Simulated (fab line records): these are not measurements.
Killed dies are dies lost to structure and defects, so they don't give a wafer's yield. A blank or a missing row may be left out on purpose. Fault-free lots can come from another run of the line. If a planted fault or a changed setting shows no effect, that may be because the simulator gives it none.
Split-lot trial || flow n5-finfet || on a route of 1938 steps: 7 lots, 21 wafers read

== THE SPLIT ==
At N5_BEOL_M4_COAT_05 (resist thk 30 nm), the setting spin-rpm was moved away from the recipe's 1500 rpm on 6 of the 21 wafers read, by -8.1% to +11.0%. For the rest of the wafers, this setting stayed at what the recipe calls for.

== FROM THE SPLIT TO THE READING: what the file shows between them, 3 steps ==
- N5_BEOL_M4_EBR_07
- N5_BEOL_M4_SOFTBAKE_06: time 60 s
- N5_BEOL_M4_DESCUM_16: chemistry O2, time 7 s

== THE READING ==
CAR-EUV_of_BEOL_M4_COAT_05.thk-nm (the simulator's own value, which no gauge read), in nm, at N5_BEOL_M4_ETCH_74 (etches underlayer in N2/H2, target depth 6.5 nm, time 5.2 s). No usual value for it is given in the file. Average 20.3 nm, standard deviation 0.16 nm, over the 15 wafers here run with the recipe.

{"wafer": "L074.2", "tool, chamber at the split": "litho-track-02, 0", "spin-rpm as run, rpm": 1378, "against the recipe": "-8.1%", "CAR-EUV_of_BEOL_M4_COAT_05.thk-nm, nm": 21.6, "against lot-mates on the recipe": "+1.6"}
{"wafer": "L074.4", "tool, chamber at the split": "litho-track-02, 0", "spin-rpm as run, rpm": 1500, "against the recipe": "recipe", "CAR-EUV_of_BEOL_M4_COAT_05.thk-nm, nm": 20, "against lot-mates on the recipe": "-"}
{"wafer": "L074.6", "tool, chamber at the split": "litho-track-02, 0", "spin-rpm as run, rpm": 1378, "against the recipe": "-8.1%", "CAR-EUV_of_BEOL_M4_COAT_05.thk-nm, nm": 22, "against lot-mates on the recipe": "+2.0"}
{"wafer": "L075.1", "tool, chamber at the split": "litho-track-04, 0", "spin-rpm as run, rpm": 1500, "against the recipe": "recipe", "CAR-EUV_of_BEOL_M4_COAT_05.thk-nm, nm": 20.2, "against lot-mates on the recipe": "-"}
{"wafer": "L075.4", "tool, chamber at the split": "litho-track-04, 0", "spin-rpm as run, rpm": 1500, "against the recipe": "recipe", "CAR-EUV_of_BEOL_M4_COAT_05.thk-nm, nm": 20, "against lot-mates on the recipe": "-"}
{"wafer": "L075.5", "tool, chamber at the split": "litho-track-04, 0", "spin-rpm as run, rpm": 1500, "against the recipe": "recipe", "CAR-EUV_of_BEOL_M4_COAT_05.thk-nm, nm": 20.4, "against lot-mates on the recipe": "-"}
{"wafer": "L078.1", "tool, chamber at the split": "litho-track-04, 0", "spin-rpm as run, rpm": 1500, "against the recipe": "recipe", "CAR-EUV_of_BEOL_M4_COAT_05.thk-nm, nm": 20.4, "against lot-mates on the recipe": "-"}
{"wafer": "L078.3", "tool, chamber at the split": "litho-track-04, 0", "spin-rpm as run, rpm": 1500, "against the recipe": "recipe", "CAR-EUV_of_BEOL_M4_COAT_05.thk-nm, nm": 20.2, "against lot-mates on the recipe": "-"}
{"wafer": "L078.6", "tool, chamber at the split": "litho-track-04, 0", "spin-rpm as run, rpm": 1500, "against the recipe": "recipe", "CAR-EUV_of_BEOL_M4_COAT_05.thk-nm, nm": 20.4, "against lot-mates on the recipe": "-"}
{"wafer": "L089.1", "tool, chamber at the split": "litho-track-02, 0", "spin-rpm as run, rpm": 1500, "against the recipe": "recipe", "CAR-EUV_of_BEOL_M4_COAT_05.thk-nm, nm": 20.4, "against lot-mates on the recipe": "-"}
{"wafer": "L089.3", "tool, chamber at the split": "litho-track-02, 0", "spin-rpm as run, rpm": 1500, "against the recipe": "recipe", "CAR-EUV_of_BEOL_M4_COAT_05.thk-nm, nm": 20.4, "against lot-mates on the recipe": "-"}
{"wafer": "L089.4", "tool, chamber at the split": "litho-track-02, 0", "spin-rpm as run, rpm": 1500, "against the recipe": "recipe", "CAR-EUV_of_BEOL_M4_COAT_05.thk-nm, nm": 20.4, "against lot-mates on the recipe": "-"}
{"wafer": "L090.4", "tool, chamber at the split": "litho-track-04, 0", "spin-rpm as run, rpm": 1500, "against the recipe": "recipe", "CAR-EUV_of_BEOL_M4_COAT_05.thk-nm, nm": 20.6, "against lot-mates on the recipe": "-"}
{"wafer": "L090.5", "tool, chamber at the split": "litho-track-04, 0", "spin-rpm as run, rpm": 1500, "against the recipe": "recipe", "CAR-EUV_of_BEOL_M4_COAT_05.thk-nm, nm": 20.4, "against lot-mates on the recipe": "-"}
{"wafer": "L090.6", "tool, chamber at the split": "litho-track-04, 0", "spin-rpm as run, rpm": 1420, "against the recipe": "-5.3%", "CAR-EUV_of_BEOL_M4_COAT_05.thk-nm, nm": 21.6, "against lot-mates on the recipe": "+1.1"}
{"wafer": "L091.2", "tool, chamber at the split": "litho-track-05, 0", "spin-rpm as run, rpm": 1500, "against the recipe": "recipe", "CAR-EUV_of_BEOL_M4_COAT_05.thk-nm, nm": 20.4, "against lot-mates on the recipe": "-"}
{"wafer": "L091.3", "tool, chamber at the split": "litho-track-05, 0", "spin-rpm as run, rpm": 1645, "against the recipe": "+9.7%", "CAR-EUV_of_BEOL_M4_COAT_05.thk-nm, nm": 19, "against lot-mates on the recipe": -1.4}
{"wafer": "L091.4", "tool, chamber at the split": "litho-track-05, 0", "spin-rpm as run, rpm": 1500, "against the recipe": "recipe", "CAR-EUV_of_BEOL_M4_COAT_05.thk-nm, nm": 20.4, "against lot-mates on the recipe": "-"}
{"wafer": "L096.1", "tool, chamber at the split": "litho-track-05, 0", "spin-rpm as run, rpm": 1500, "against the recipe": "recipe", "CAR-EUV_of_BEOL_M4_COAT_05.thk-nm, nm": 20.2, "against lot-mates on the recipe": "-"}
{"wafer": "L096.3", "tool, chamber at the split": "litho-track-05, 0", "spin-rpm as run, rpm": 1665, "against the recipe": "+11.0%", "CAR-EUV_of_BEOL_M4_COAT_05.thk-nm, nm": 19, "against lot-mates on the recipe": -1.2}
{"wafer": "L096.5", "tool, chamber at the split": "litho-track-05, 0", "spin-rpm as run, rpm": 1665, "against the recipe": "+11.0%", "CAR-EUV_of_BEOL_M4_COAT_05.thk-nm, nm": 18.8, "against lot-mates on the recipe": -1.4}

FIT RESULTS
A straight line over all 21 wafers: CAR-EUV_of_BEOL_M4_COAT_05.thk-nm changes by -0.153 nm for each +1% of spin-rpm; r = -0.96; the points scatter about the line by 0.21 nm.
The same after taking each lot's own level away (the mean of its wafers on the recipe; 21 wafers): -0.158 nm for each +1%; r = -0.96; scatter 0.23 nm.
On that fit, the largest move of spin-rpm shifts the reading by 1.7 nm.
The span of the lots' own levels, 20.00 to 20.50 nm, comes to 3.1 times the standard deviation stated above.
The two slopes agree, so the slope changes little with the lot-to-lot level.
Check: -1.79 nm against its lot-mates is what the line predicts for one of the wafers moved furthest among these (+11.0%) when that wafer is left out of the fit. It came out at -1.2 nm against them.

== ADDITIONAL SPLITS CARRIED BY THESE WAFERS ==
Other splits were also applied to these wafers ahead of the reading. Each is held against what the fit with the lots' levels taken away leaves over:
{"other split on the same wafers": "N5_MOL_CONTACT_COAG_COAT_58 spin-rpm", "wafers away from the commonest value": 8, "r with CAR-EUV_of_BEOL_M4_COAT_05.thk-nm (lot level and that fit taken away)": "+0.19"}
{"other split on the same wafers": "N5_MOL_CONTACT_COAG_ETCH_105 bias-w", "wafers away from the commonest value": 5, "r with CAR-EUV_of_BEOL_M4_COAT_05.thk-nm (lot level and that fit taken away)": "+0.12"}
{"other split on the same wafers": "N5_MOL_CONTACT_COAG_ETCH_91 source-w", "wafers away from the commonest value": 5, "r with CAR-EUV_of_BEOL_M4_COAT_05.thk-nm (lot level and that fit taken away)": "+0.01"}
{"other split on the same wafers": "N5_BEOL_M0_SAQP_COAT_87 spin-rpm", "wafers away from the commonest value": 8, "r with CAR-EUV_of_BEOL_M4_COAT_05.thk-nm (lot level and that fit taken away)": -0.22}
{"other split on the same wafers": "N5_BEOL_M0_ETCH_109 bias-w", "wafers away from the commonest value": 8, "r with CAR-EUV_of_BEOL_M4_COAT_05.thk-nm (lot level and that fit taken away)": -0.42}
{"other split on the same wafers": "N5_BEOL_M1_CMP_52 down-force-psi", "wafers away from the commonest value": 9, "r with CAR-EUV_of_BEOL_M4_COAT_05.thk-nm (lot level and that fit taken away)": "+0.11"}
{"other split on the same wafers": "N5_BEOL_M3_COAT_76 spin-rpm", "wafers away from the commonest value": 10, "r with CAR-EUV_of_BEOL_M4_COAT_05.thk-nm (lot level and that fit taken away)": "+0.01"}
{"other split on the same wafers": "N5_BEOL_M3_EXPOSE_25 dose-mj", "wafers away from the commonest value": 3, "r with CAR-EUV_of_BEOL_M4_COAT_05.thk-nm (lot level and that fit taken away)": "+0.05"}
{"other split on the same wafers": "N5_BEOL_M4_COAT_73 spin-rpm", "wafers away from the commonest value": 7, "r with CAR-EUV_of_BEOL_M4_COAT_05.thk-nm (lot level and that fit taken away)": "+0.52"}

== THE WHOLE CHAIN: every reading that the file lists as answering this split, in the file's order ==
{"step": "N5_BEOL_M4_COAT_05", "what it does": "resist thk 30 nm", "reading": "CAR-EUV_of_BEOL_M4_COAT_05.thk-nm (the simulator's own value, which no gauge read)", "change (the file's fit)": "-0.148 nm for each +1% of the setting", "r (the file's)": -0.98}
{"step": "N5_BEOL_M4_DESCUM_16", "what it does": "chemistry O2, time 7 s", "reading": "CAR-EUV_of_BEOL_M4_COAT_05.thk-nm (the simulator's own value, which no gauge read)", "change (the file's fit)": "-0.138 nm for each +1% of the setting", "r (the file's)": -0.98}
{"step": "N5_BEOL_M4_ETCH_74", "what it does": "etches underlayer in N2/H2, target depth 6.5 nm, time 5.2 s", "reading": "CAR-EUV_of_BEOL_M4_COAT_05.thk-nm (the simulator's own value, which no gauge read)", "change (the file's fit)": "-0.156 nm for each +1% of the setting", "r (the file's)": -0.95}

== THE FILE'S OWN FIT ==
CAR-EUV_of_BEOL_M4_COAT_05.thk-nm changes by -0.156 nm for each +1% of spin-rpm, r = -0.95.
